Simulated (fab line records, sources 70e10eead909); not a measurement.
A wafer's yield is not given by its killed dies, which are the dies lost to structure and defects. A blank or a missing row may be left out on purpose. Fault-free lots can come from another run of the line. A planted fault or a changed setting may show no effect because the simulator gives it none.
A lot that was struck, set against a sound lot | flow nandHarc | 26 out of 1302 route steps
Sound: these wafers, L142.2, L142.4, L142.5. The struck wafers were L138.1, L138.2, L138.6. The cause comes at the end.
Each step with rows lists, per side, the tool, then ch with its chambers, then its first start. Under that, the readings that differ: sound wafers | struck wafers | difference of the means | sigmas: that difference in standard deviations of wafers without a fault.
alike: words and numbers the same on both sides, and readings whose means are apart by under 2 such deviations; not compared: readings that were withheld, readings missing a value for some wafer, numbers with overlapping values and no deviation given by the record, and bounds like >300 which may hide the same value.
A row with sigmas, a row that says differs or no value, or rows on one side alone: a step with any of these is where the two part. Non-overlapping numbers with no deviation appear without sigmas and do not part them. A reading missing from all wafers of one side parts the sides only when that side holds two or more wafers.

first, 5 steps without rows for these wafers: NHARC_P_GATE_STRIP_15 (strips in SPM, time 780 s); NHARC_P_GATE_PRECLEAN_71 (cleans in SC1); NHARC_P_GATE_SRD_72; NHARC_P_GATE_OXIDE_16 (material SiO2, target thk 3 nm, ox time 392 s); NHARC_P_GATE_CVD_17 (deposits poly-Si, target thk 150 nm, time 900 s).
NHARC_P_GATE_HM_DEP_102: deposits aC, target thk 120 nm.
  sound on aclDep-03 ch 0, day 9 01:25; struck on aclDep-01 ch 0, day 7 10:57
reading              | sound                | struck               | difference | sigmas
throttleValvePct (%) | 34.996 34.993 35.007 | 35.025 35.011 35.021 | +0.020     | +2
NHARC_P_GATE_DEP_103: deposits SiON, target thk 30 nm.
  sound on pecvd-02 ch 0,2, day 9 02:02; struck on pecvd-02 ch 0,1,2, day 7 11:38
  alike: heaterPowerW
then, 5 steps without rows for these wafers: NHARC_P_GATE_DEHYDRATE_18 (time 120 s); NHARC_P_GATE_HMDS_19 (time 30 s); NHARC_P_GATE_COAT_20 (resist thk 90 nm); NHARC_P_GATE_SOFTBAKE_21 (time 55 s); NHARC_P_GATE_EBR_22.
NHARC_P_GATE_EXPOSE_23: exposes mask P GATE, target cd 120 nm.
  sound on arfiScanner-01 ch 0, day 9 02:29; struck on arfiScanner-02 ch 0, day 7 12:10
reading | sound                      | struck                              | difference | sigmas
mask    | P_GATE#0 P_GATE#0 P_GATE#0 | P_GATE_R1#0 P_GATE_R1#0 P_GATE_R1#0 | differs    | 
then, 2 steps without rows for these wafers: NHARC_P_GATE_PEB_24 (peb time 65 s); NHARC_P_GATE_DEVELOP_25 (develop time 35 s).
NHARC_P_GATE_CD_MEAS_26: target cd 120 nm.
  sound on cdSem-02 ch 0, day 9 02:38; struck on cdSem-01 ch 0, day 7 12:18
reading   | sound             | struck            | difference | sigmas
cdNm (nm) | 120.3 120.1 120.4 | 104.3 103.9 104.1 | -16.2      | -25
NHARC_P_GATE_OVL_MEAS_27:
  sound on overlay-02, day 9 02:43; struck on overlay-02, day 7 12:23
  alike: overlayXNm, overlayYNm
NHARC_P_GATE_INSPECT_28:
  sound on defectInspect-02, day 9 02:45; struck on defectInspect-02, day 7 12:26
  alike: rawDefectCount
NHARC_P_GATE_DESCUM_31: chemistry O2, time 3 s.
  sound on rieDiel-04 ch 0,3, day 9 02:49; struck on rieDiel-10 ch 1,2, day 7 12:29
reading                | sound             | struck            | difference | sigmas
oesProductAu (a.u.)    | 1.028 0.999 1.022 | 0.980 0.998 0.992 | -0.026     | -3
rfVppV (V)             | 58.0 56.0 55.0    | 57.9 58.9 57.9    | +1.9       | +2
model.P_GATE.cdNm (nm) | 119.2 119.4 119.1 | 103.1 103.5 103.9 | -15.7      | 
  alike: drypumpMotorCurrentA, showerheadPlenumPTorr, throttleValvePct
  not compared: rfHoursCounterH
NHARC_P_GATE_ETCH_104: etches the open film in CF4/CHF3, target depth 60 nm.
  sound on rieDiel-04 ch 1,3, day 9 02:53; struck on rieDiel-10 ch 0,2,3, day 7 12:35
  alike: drypumpMotorCurrentA, oesProductAu, rfVppV, showerheadPlenumPTorr, throttleValvePct
then, 2 steps without rows for these wafers: NHARC_P_GATE_HM_OPEN_105 (chemistry O2/COS, target depth 360 nm); NHARC_P_GATE_STRIP_106 (strips in O2/COS).
NHARC_P_GATE_ETCH_114: etches the open film in CF4/O2, target depth 30 nm, overetch 3 nm, time 16.5 s.
  sound: rieDiel-04 ch 0,2,3; struck: rieDiel-10 ch 0,2,3
  alike: drypumpMotorCurrentA, oes_o_777_au, oesProductAu, rfVppV, showerheadPlenumPTorr, throttleValvePct
  not compared: rfHoursCounterH
NHARC_P_GATE_ETCH_32: etches the open film in HBr/Cl2, target depth 150 nm, time 100.1 s.
  sound on rieSi-06 ch 0,1,2, day 9 03:18; struck on rieSi-02 ch 0,2,3, day 7 12:59
reading                | sound             | struck            | difference | sigmas
model.P_GATE.cdNm (nm) | 122.7 115.8 118.2 | 99.66 105.3 103.5 | -16.08     | 
  alike: drypumpMotorCurrentA, oesProductAu, throttleValvePct
  not compared: rfHoursCounterH
NHARC_P_GATE_STRIP_108: strips in O2.
  sound on rieDiel-04 ch 0,1,2, day 9 03:26; struck on rieDiel-04 ch 1,2,3, day 7 13:07
  alike: drypumpMotorCurrentA, oesProductAu, rfVppV, showerheadPlenumPTorr, throttleValvePct
  not compared: rfHoursCounterH
-- the record jumps here: 19 days lie between the struck wafers' starts before and after (it left off in module P_GATE and takes up again in module END, whose first step shown is number 1302 of the route) --
NHARC_END_SORT_01:
  at this point the record logs the struck wafers (prober-01 ch 0, day 26 04:27) and has no rows for the sound ones

WHERE THEY PART
First at NHARC_P_GATE_HM_DEP_102; last, within this record, at NHARC_END_SORT_01.

WHY: what had been put in by the simulator
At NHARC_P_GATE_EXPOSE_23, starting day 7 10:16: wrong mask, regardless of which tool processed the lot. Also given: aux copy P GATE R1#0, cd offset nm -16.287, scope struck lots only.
